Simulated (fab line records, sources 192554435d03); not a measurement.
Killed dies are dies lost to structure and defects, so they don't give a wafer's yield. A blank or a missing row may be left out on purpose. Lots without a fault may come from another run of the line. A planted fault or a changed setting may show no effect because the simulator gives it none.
fab line records | flow n5_finfet
record lots=7 wafers=21 last_day=17
route steps=1938 shown SD_EPI_N@280 PASSIVATION@1936
lots that met no fault: from a run of the same line without faults
start_h: hours from the record's first day to the start of the lot's first wafer shown | wait_h: hours since the lot's step before | " the same as in the row above | L1.1+2: a row that stands for several wafers | - no value, or no start given | * or withheld: withheld | < > ~ a bound
route shown NAME@n: a module of which the file shows steps, and the number in the route of the first | usual: mean/standard deviation of fault-free wafers | same: alike in all rows | chamber/n: place in a boat | sites: the reading at each site | _std_site: their standard deviation | _edge_site: outer sites' mean less inner sites' | radius_mm: how far each site lies from the wafer's centre | mask NAME#n: copy n | behind: the tool/chamber that last shaped the wafer | hold: why the lot was held/for how many hours/how that ended | device: the transistor (n, p or np) that didn't switch | end of line: the same wafers' tests at the end of the route | a step without rows: its recipe alone | killed: dies lost to structure and defects at the first sort, not the wafer's yield | map: a wafer's dies, x killed, . not, _ none there
set.NAME: the setting as run; set.NAME@STEP: as run at that earlier step | model.NAME: the simulator's own value behind a step, which no gauge read
lots at some steps of the route; a table a step, a row a wafer
services: from which hour (start_h, from the record's first day; less than 0 if before it) a tool's chamber was out of use, for how many hours, and why
## steps
# step N5_SD_EPI_N_STRIP_47
# recipe chemistry=CHF3/O2 resist=SiARC rf_frequency_hz=6e+07
# step N5_SD_EPI_N_SD_RECESS_17
# recipe chemistry=HBr/Cl2/O2 target_depth_a=410 mask_material=SOC time_s=23.7 bt_time_s=3 pressure_mtorr=10 icp_w=800 bias_w=112 HBr_flow_sccm=150 Cl2_flow_sccm=80 O2_flow_sccm=12
# usual drypump_motor_current_A=5.7/0.51 he_backside_leak_sccm=2.8/0.44 oes_product_au=1.000/0.017 throttle_valve_pct=37.24/0.3
# columns lot.wafer tool chamber start_h wait_h drypump_motor_current_A he_backside_leak_sccm oes_product_au rf_hours_counter_h throttle_valve_pct
L325.1 rie_si-01 3 79.21 0.0 6.3 3.4 1.001 190 36.94
L325.3 " 1 " " 6.7 3.4 1.001 184 37.68
L325.6 " 0 " " 5.5 2.5 1.024 - 37.36
L328.1 rie_si-01 3 101.08 0.0 6.3 3.3 0.995 191 36.92
L328.4 " 2 " " 5.2 2.9 1.005 29 36.86
L328.5 " 0 " " 5.5 2.6 1.020 - 37.37
L332.3 rie_si-01 1 120.72 0.0 6.6 3.7 0.999 185 37.67
L332.4 " 2 " " 5.2 2.9 1.003 29 36.84
L332.5 " 2 " " 5.2 2.8 1.004 - 36.84
L335.2 rie_si-02 2 140.26 0.0 5.2 2.4 0.969 129 37.33
L335.4 " 1 " " 5.6 2.4 1.035 106 37.64
L335.5 " 3 " " 5.5 2.7 0.989 - 36.77
L336.1 rie_si-01 1 143.74 0.0 6.6 3.6 1.002 185 37.69
L336.2 " 3 " " 6.3 3.2 0.995 192 36.93
L336.5 " 1 " " 6.7 3.9 0.995 - 37.66
L337.3 rie_si-06 1 151.65 0.0 5.8 2.3 0.990 74 37.05
L337.4 " 3 " " 6.0 3.3 1.006 132 37.61
L337.5 " 0 " " 5.2 2.4 0.976 - 37.08
L341.2 rie_si-02 3 180.82 0.0 5.5 2.7 0.991 47 36.78
L341.3 " 0 " " 6.3 2.4 0.987 14 37.01
L341.6 " 2 " " 5.2 2.4 0.972 - 37.33
# step N5_SD_EPI_N_STRIP_38
# recipe chemistry=N2/H2 power_w=1000 temp_c=250 h2_frac=0.65 overash_fraction=0.3 pressure_mtorr=withheld n2_flow_sccm=1750 h2_flow_sccm=3250
# usual drypump_motor_current_A=5.65/0.22 heater_power_w=347/26 oes_product_au=0.761/0.01
# columns lot.wafer tool chamber start_h wait_h drypump_motor_current_A heater_power_w oes_product_au rf_hours_counter_h
L325.1 plasma_asher-02 0 79.31 0.1 5.24 379 0.747 38
L325.3 " 0 " " 5.21 390 0.757 -
L325.6 " 0 " " 5.23 388 0.763 -
L328.1 plasma_asher-01 0 101.18 0.1 5.80 352 0.745 93
L328.4 " 0 " " 5.80 359 0.764 -
L328.5 " 0 " " 5.82 354 0.757 -
L332.3 plasma_asher-01 1 120.84 0.1 5.75 345 0.757 -
L332.4 " 0 " " 5.82 348 0.755 -
L332.5 " 0 " " 5.83 351 0.760 -
L335.2 plasma_asher-01 0 140.35 0.1 5.83 351 0.769 102
L335.4 " 0 " " 5.85 348 0.765 -
L335.5 " 0 " " 5.84 356 0.753 -
L336.1 plasma_asher-02 1 143.84 0.1 5.73 309 0.750 47
L336.2 " 0 " " 5.22 382 0.768 47
L336.5 " 0 " " 5.21 386 0.750 -
L337.3 plasma_asher-01 1 151.77 0.1 5.76 348 0.784 -
L337.4 " 0 " " 5.83 356 0.756 -
L337.5 " 0 " " 5.83 357 0.768 -
L341.2 plasma_asher-01 1 180.99 0.1 5.73 344 0.755 111
L341.3 " 0 " " 5.82 358 0.742 -
L341.6 " 1 " " 5.74 343 0.741 -
# step N5_SD_EPI_N_WET_ETCH_43
# recipe chemistry=dHF dilution=withheld time_s=14 target=SiO2 target_depth_a=15 temp_c=25
# step N5_SD_EPI_N_STRIP_18
# recipe chemistry=SPM time_s=750 temp_c=130 h2so4_h2o2_vol_ratio=4
# step N5_SD_EPI_N_SRD_20
# recipe dry=ipa_marangoni do_ppb=5 time_s=30 temp_c=23 rinse_liquid=diw
# step N5_SD_EPI_N_PRECLEAN_48
# recipe chemistry=NF3:NH3 afs_cycles=2 temp_c=30 time_s=20 sublimation_temp_c=180 sublimation_time_s=60 pressure_torr=3 rf_power_w=30
# step N5_SD_EPI_N_VAPOR_ETCH_50
# recipe chemistry=HCl target=Si temp_c=775 time_s=54 pressure_torr=20 mode=isotropic
# usual chamber_pressure_Torr=20.00/0.042 throttle_valve_pct=12.05/0.29
# columns lot.wafer tool chamber start_h wait_h chamber_pressure_Torr throttle_valve_pct
L325.1 epi_rpcvd-03 0 80.16 0.4 20.02 12.43
L325.3 " 0 " " 19.98 12.70
L325.6 " 0 " " 19.98 12.22
L328.1 epi_rpcvd-01 0 101.90 0.3 19.98 11.76
L328.4 " 0 " " 20.00 11.68
L328.5 " 0 " " 19.99 11.73
L332.3 epi_rpcvd-03 0 121.59 0.2 19.92 12.29
L332.4 " 0 " " 19.96 12.42
L332.5 " 0 " " 19.94 12.32
L335.2 epi_rpcvd-03 0 141.22 0.4 19.96 12.23
L335.4 " 0 " " 20.03 12.48
L335.5 " 0 " " 20.01 12.39
L336.1 epi_rpcvd-01 0 144.55 0.3 20.06 11.85
L336.2 " 0 " " 19.97 11.77
L336.5 " 0 " " 19.96 11.83
L337.3 epi_rpcvd-02 0 152.52 0.2 19.97 11.75
L337.4 " 0 " " 19.96 12.13
L337.5 " 0 " " 20.02 11.91
L341.2 epi_rpcvd-03 0 181.73 0.3 20.01 12.33
L341.3 " 0 " " 19.91 12.27
L341.6 " 0 " " 19.96 12.53
# step N5_SD_EPI_N_EPI_21
# recipe material=Si:P dopant=P temp_c=680 pressure_torr=255 time_s=690
# step N5_SD_EPI_N_EPI_MEAS_23
# recipe mode=xrd
# usual thk_nm=59.1/1.3
# columns lot.wafer tool chamber start_h wait_h thk_nm
L325.1 film_metro-02 - 82.06 1.4 59.6
L325.3 " - " " 57.2
L325.6 " - " " 58.0
L328.1 film_metro-02 - 103.79 1.4 60.2
L328.4 " - " " 58.7
L328.5 " - " " 60.6
L332.3 film_metro-02 - 123.45 0.9 61.1
L332.4 " - " " 58.2
L332.5 " - " " 60.5
L335.2 film_metro-02 - 143.70 1.5 57.5
L335.4 " - " " 58.7
L335.5 " - " " 57.0
L336.1 film_metro-01 - 146.45 1.4 58.2
L336.2 " - " " 61.4
L336.5 " - " " 58.7
L337.3 film_metro-02 - 154.36 0.9 57.5
L337.4 " - " " 59.4
L337.5 " - " " 58.8
L341.2 film_metro-01 - 183.59 1.2 58.0
L341.3 " - " " 58.3
L341.6 " - " " 59.1
# step N5_SD_EPI_N_PRECLEAN_24
# recipe chemistry=O3/DIW time_s=60 temp_c=22 o3_ppm=10
# step N5_SD_EPI_N_SRD_25
# recipe time_s=30 temp_c=23 rinse_liquid=diw dry=ipa_marangoni
# step N5_SD_EPI_N_PRECLEAN_49
# recipe chemistry=NF3:NH3 afs_cycles=1 temp_c=30 time_s=20 sublimation_temp_c=180 sublimation_time_s=60 pressure_torr=3 rf_power_w=30
# usual time_s=20/0
# columns lot.wafer tool chamber start_h wait_h time_s
L325.1 remote_plasma-02 1 82.16 0.0 20
L325.3 " 1 " " 20
L325.6 " 1 " " 20
L328.1 remote_plasma-01 0 103.90 0.0 20
L328.4 " 0 " " 20
L328.5 " 0 " " 20
L332.3 remote_plasma-01 1 123.60 0.1 20
L332.4 " 1 " " 20
L332.5 " 1 " " 20
L335.2 remote_plasma-01 0 143.84 0.1 20
L335.4 " 0 " " 14.905
L335.5 " 0 " " 20
L336.1 remote_plasma-01 0 146.55 0.0 14.905
L336.2 " 0 " " 20
L336.5 " 0 " " 20
L337.3 remote_plasma-01 1 154.52 0.1 20
L337.4 " 1 " " 14.905
L337.5 " 1 " " 20
L341.2 remote_plasma-02 0 183.73 0.1 20
L341.3 " 0 " " 20
L341.6 " 0 " " 20
# step N5_SD_EPI_N_LINER_46
# recipe material=SiNx target_thk_a=30 temp_c=400 ald_precursor_family=SiH2I2 ald_co_reactant=N2/H2-plasma pressure_torr=2
# usual chamber_pressure_Torr=2.000/0.0042 heater_power_w=825/73
# columns lot.wafer tool chamber start_h wait_h chamber_pressure_Torr heater_power_w
L325.1 ald_sin-01 1 82.36 0.2 2.002 949
L325.3 " 2 " " 1.996 821
L325.6 " 2 " " 2.001 820
L328.1 ald_sin-01 3 104.10 0.2 2.000 772
L328.4 " 0 " " 2.004 755
L328.5 " 2 " " 1.999 836
L332.3 ald_sin-04 3 123.75 0.1 1.997 837
L332.4 " 2 " " 2.002 780
L332.5 " 0 " " 1.996 686
L335.2 ald_sin-02 3 144.01 0.1 2.004 912
L335.4 " 0 " " 2.001 912
L335.5 " 0 " " 2.003 907
L336.1 ald_sin-02 3 146.95 0.4 2.000 879
L336.2 " 2 " " 1.997 852
L336.5 " 0 " " 1.996 900
L337.3 ald_sin-04 1 154.67 0.1 1.995 824
L337.4 " 3 " " 2.006 847
L337.5 " 1 " " 1.999 809
L341.2 ald_sin-04 1 184.25 0.5 2.004 809
L341.3 " 0 " " 2.011 712
L341.6 " 2 " " 2.006 768
# step N5_PASSIVATION_PROBE_49
# usual killed_at_M0_to_M3=35/11 killed_at_M4_up=14/5.4 killed_at_contacts=12/6.2 killed_at_front_end=38/11 killed_at_other=4.1/2.8 killed_dies=103/17 killed_open=66/13 killed_short=34/8.2
# same gross_dies=1180 killed_at_back_side=0
# columns lot.wafer tool chamber start_h wait_h killed_at_M0_to_M3 killed_at_M4_up killed_at_contacts killed_at_front_end killed_at_other killed_dies killed_open killed_short
L325.1 prober-02 - 304.21 0.0 39 7 9 54 9 118 58 58
L325.3 prober-02 - 304.31 0.1 35 16 16 28 8 103 63 38
L325.6 prober-02 - 304.46 0.3 35 9 26 36 3 109 73 35
L341.2 prober-02 - 395.98 0.1 52 14 12 28 6 112 78 31
L341.3 prober-02 - 396.03 0.1 68 12 20 27 11 138 91 46
L341.6 prober-02 - 396.18 0.3 41 27 14 21 6 109 76 32
# killed by level:class
L325.1 FIN_SAQP:geometric_particle:short=23 BEOL_M0_SAQP:geometric_particle:short=9 BEOL_M0_SAQP:geometric_particle:open=8 FIN_SAQP:geometric_particle:open=7 BEOL_M2:geometric_particle:open=7 MOL_CONTACT_COAG:geometric_particle:open=5 DUMMY_GATE:geometric_particle:open=4 GATE_CUT:geometric_particle:short=4
L325.3 MOL_CONTACT_COAG:geometric_particle:open=10 BEOL_M0_SAQP:geometric_particle:short=9 BEOL_M0_SAQP:geometric_particle:open=9 STI_FIN_REVEAL:geometric_particle:open=5 MOL_CONTACT_COAG:geometric_particle:short=5 DUMMY_GATE:geometric_particle:open=4 BEOL_M1:geometric_particle:short=4 BEOL_M2:geometric_particle:open=4
L325.6 MOL_CONTACT_COAG:geometric_particle:open=20 BEOL_M1:geometric_particle:open=12 DUMMY_GATE:geometric_particle:open=5 MOL_CONTACT_COAG:geometric_particle:short=5 BEOL_M0_SAQP:geometric_particle:short=5 BEOL_M2:geometric_particle:open=5 FIN_SAQP:geometric_particle:open=4 FIN_SAQP:geometric_particle:short=4
L341.2 BEOL_M0_SAQP:geometric_particle:open=14 BEOL_M0_SAQP:geometric_particle:short=11 MOL_CONTACT_COAG:geometric_particle:open=11 FIN_SAQP:geometric_particle:open=9 BEOL_M4:geometric_particle:open=9 BEOL_M1:geometric_particle:open=8 BEOL_M1:geometric_particle:short=5 FIN_SAQP:geometric_particle:short=4
L341.3 MOL_CONTACT_COAG:geometric_particle:open=18 BEOL_M0_SAQP:geometric_particle:open=17 BEOL_M0_SAQP:geometric_particle:short=13 BEOL_M1:geometric_particle:open=12 FIN_SAQP:geometric_particle:short=10 BEOL_M2:geometric_particle:open=10 BEOL_M3:geometric_particle:open=8 FIN_SAQP:geometric_particle:open=5
L341.6 BEOL_M4:geometric_particle:open=14 MOL_CONTACT_COAG:geometric_particle:open=12 BEOL_M1:geometric_particle:open=9 BEOL_M0_SAQP:geometric_particle:open=8 BEOL_M0_SAQP:geometric_particle:short=6 BEOL_M4:geometric_particle:short=6 BEOL_M3:geometric_particle:open=5 FIN_SAQP:geometric_particle:open=4
## services
# columns tool chamber start_h hours kind
plasma_asher-02 - 85.11 14.6 pm
rie_si-02 1 105.25 3.5 repair
plasma_asher-02 - 105.73 2.8 pm
epi_rpcvd-03 - 127.45 2.8 pm
remote_plasma-02 - 127.51 0.5 repair
rie_si-02 - 130.37 0.6 repair
rie_si-01 2 135.43 9.0 repair
ald_sin-01 - 136.65 28.1 pm
rie_si-02 - 137.97 0.2 repair
epi_rpcvd-01 - 161.63 2.8 pm
ald_sin-01 - 164.75 6.0 pm
remote_plasma-01 - 166.73 5.1 repair
rie_si-01 3 172.14 - clean
rie_si-01 3 172.14 18.8 scheduled_down
rie_si-01 3 172.14 18.8 vent_cycle
rie_si-02 - 175.47 4.0 pm
ald_sin-01 - 179.13 14.0 pm
ald_sin-01 0 179.13 14.0 vent_cycle
ald_sin-01 1 179.13 14.0 vent_cycle
ald_sin-01 2 179.13 14.0 vent_cycle
ald_sin-01 3 179.13 14.0 vent_cycle
## key
first_sign step=N5_SD_EPI_N_PRECLEAN_49 reading=time_s direction=down sigmas=99+ usual=* struck=*
effect none on later readings
met_at N5_SD_EPI_N_PRECLEAN_49
struck_wafers L335.4,L336.1,L337.4
tester_left_out L335,L336,L337
onset_between 123.60 143.84
fault kind=process_parameter_drift tool=remote_plasma-01 chamber=- onset_h=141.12 steps=N5_SD_EPI_N_PRECLEAN_49 channel=time_s offset=* shape=step end_h=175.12 scope=struck_wafers_only acts_in=* stated=*
# tester_left_out: of these lots the tester's yield and bins aren't shown, on N5 and GAA mostly nor the transistor test; their killed dies are dies lost to structure and defects alone, not to doping, threshold or leakage, so they don't give the yield
